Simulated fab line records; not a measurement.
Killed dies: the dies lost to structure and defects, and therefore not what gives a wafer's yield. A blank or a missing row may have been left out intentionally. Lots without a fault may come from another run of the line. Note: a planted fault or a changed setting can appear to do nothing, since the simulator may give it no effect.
Split-lot study :: flow n5 finfet :: route with 1938 steps; 7 lots, 21 wafers read

## THE SPLIT
At N5_BEOL_M1_ETCH_64 (etches SOC in N2/H2, target depth 75 nm, overetch 15 nm, time 112.5 s), the setting source w was moved away from the recipe's 840 W on 8 of the 21 wafers read, by +5.9% to +12.2%. For the rest of the wafers, this setting stayed at what the recipe calls for.

The reading comes from the split's own step.

## THE READING
rf vpp V, in V, at N5_BEOL_M1_ETCH_64 (etches SOC in N2/H2, target depth 75 nm, overetch 15 nm, time 112.5 s). Typical for fault-free wafers on this fab line: 524.3 V, with standard deviation 2.4 V.

wafer: L075.1
tool, chamber at the split: rie diel-05, 3
source w as run, W: 840
against the recipe: recipe
rf vpp V, V: 525.7
against lot-mates on the recipe: -

wafer: L075.3
tool, chamber at the split: rie diel-05, 3
source w as run, W: 840
against the recipe: recipe
rf vpp V, V: 526.1
against lot-mates on the recipe: -

wafer: L075.5
tool, chamber at the split: rie diel-05, 2
source w as run, W: 840
against the recipe: recipe
rf vpp V, V: 524.5
against lot-mates on the recipe: -

wafer: L078.3
tool, chamber at the split: rie diel-01, 3
source w as run, W: 925.7
against the recipe: +10.2%
rf vpp V, V: 506.9
against lot-mates on the recipe: -14.8

wafer: L078.4
tool, chamber at the split: rie diel-01, 3
source w as run, W: 925.7
against the recipe: +10.2%
rf vpp V, V: 506.3
against lot-mates on the recipe: -15.4

wafer: L078.6
tool, chamber at the split: rie diel-01, 2
source w as run, W: 840
against the recipe: recipe
rf vpp V, V: 521.7
against lot-mates on the recipe: -

wafer: L082.1
tool, chamber at the split: rie diel-04, 3
source w as run, W: 889.4
against the recipe: +5.9%
rf vpp V, V: 509.2
against lot-mates on the recipe: -14.8

wafer: L082.3
tool, chamber at the split: rie diel-04, 0
source w as run, W: 889.4
against the recipe: +5.9%
rf vpp V, V: 513.6
against lot-mates on the recipe: -10.4

wafer: L082.5
tool, chamber at the split: rie diel-04, 0
source w as run, W: 840
against the recipe: recipe
rf vpp V, V: 524.0
against lot-mates on the recipe: -

wafer: L083.4
tool, chamber at the split: rie diel-04, 2
source w as run, W: 840
against the recipe: recipe
rf vpp V, V: 528.3
against lot-mates on the recipe: -

wafer: L083.5
tool, chamber at the split: rie diel-04, 1
source w as run, W: 840
against the recipe: recipe
rf vpp V, V: 528.6
against lot-mates on the recipe: -

wafer: L083.6
tool, chamber at the split: rie diel-04, 0
source w as run, W: 840
against the recipe: recipe
rf vpp V, V: 523.7
against lot-mates on the recipe: -

wafer: L084.1
tool, chamber at the split: rie diel-05, 2
source w as run, W: 840
against the recipe: recipe
rf vpp V, V: 524.2
against lot-mates on the recipe: -

wafer: L084.4
tool, chamber at the split: rie diel-05, 3
source w as run, W: 942.3
against the recipe: +12.2%
rf vpp V, V: 506.6
against lot-mates on the recipe: -17.3

wafer: L084.5
tool, chamber at the split: rie diel-05, 2
source w as run, W: 840
against the recipe: recipe
rf vpp V, V: 523.6
against lot-mates on the recipe: -

wafer: L087.1
tool, chamber at the split: rie diel-01, 2
source w as run, W: 908.7
against the recipe: +8.2%
rf vpp V, V: 508.9
against lot-mates on the recipe: no lot-mate on the recipe

wafer: L087.2
tool, chamber at the split: rie diel-01, 1
source w as run, W: 908.7
against the recipe: +8.2%
rf vpp V, V: 507.7
against lot-mates on the recipe: no lot-mate on the recipe

wafer: L087.4
tool, chamber at the split: rie diel-01, 3
source w as run, W: 908.7
against the recipe: +8.2%
rf vpp V, V: 508.6
against lot-mates on the recipe: no lot-mate on the recipe

wafer: L093.1
tool, chamber at the split: rie diel-05, 3
source w as run, W: 840
against the recipe: recipe
rf vpp V, V: 527.6
against lot-mates on the recipe: -

wafer: L093.4
tool, chamber at the split: rie diel-05, 1
source w as run, W: 840
against the recipe: recipe
rf vpp V, V: 521.2
against lot-mates on the recipe: -

wafer: L093.5
tool, chamber at the split: rie diel-05, 2
source w as run, W: 840
against the recipe: recipe
rf vpp V, V: 524.7
against lot-mates on the recipe: -

THE FIT
A straight line over all 21 wafers: rf vpp V changes by -1.82 V for each +1% of source w; r = -0.96; the points scatter about the line by 2.4 V.
The same after taking each lot's own level away (the mean of its wafers on the recipe; 18 wafers): -1.54 V for each +1%; r = -0.95; scatter 2.1 V.
The reading moves by 19 V for the largest change in source w, on that fit.
The lots' own levels span 521.70 to 526.87 V, that is 2.2 times the standard deviation above.
So the slope is not independent of the lot-to-lot level: the two fits are not the same.
Check: -20 V against its lot-mates is what the line predicts for one of the wafers moved furthest among these (+12.2%) when that wafer is left out of the fit. Against them it came out at -17.3 V.
Tool readings at the split's step, against how far the setting was moved: rf vpp V r = -0.96.

## ADDITIONAL SPLITS CARRIED BY THESE WAFERS
These wafers also went through other splits before the reading. Each is held against what the fit with the lots' levels taken away leaves over:
other split on the same wafers: N5_MOL_CONTACT_COAG_COAT_78 spin rpm
wafers away from the commonest value: 6
r with rf vpp V (lot level and that fit taken away): +0.06

other split on the same wafers: N5_BEOL_M0_SAQP_COAT_08 spin rpm
wafers away from the commonest value: 6
r with rf vpp V (lot level and that fit taken away): +0.13

other split on the same wafers: N5_BEOL_M0_SAQP_DEVELOP_13 develop time s
wafers away from the commonest value: 7
r with rf vpp V (lot level and that fit taken away): -0.10

other split on the same wafers: N5_BEOL_M0_CUTY_EXPOSE_54 dose mj
wafers away from the commonest value: 5
r with rf vpp V (lot level and that fit taken away): +0.13

other split on the same wafers: N5_BEOL_M0_CUTY_ETCH_63 time s
wafers away from the commonest value: 9
r with rf vpp V (lot level and that fit taken away): -0.29

other split on the same wafers: N5_BEOL_M1_EXPOSE_08 dose mj
wafers away from the commonest value: 4
r with rf vpp V (lot level and that fit taken away): +0.31

## THE FILE'S OWN FIT
rf vpp V changes by -1.53 V for each +1% of source w, r = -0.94.
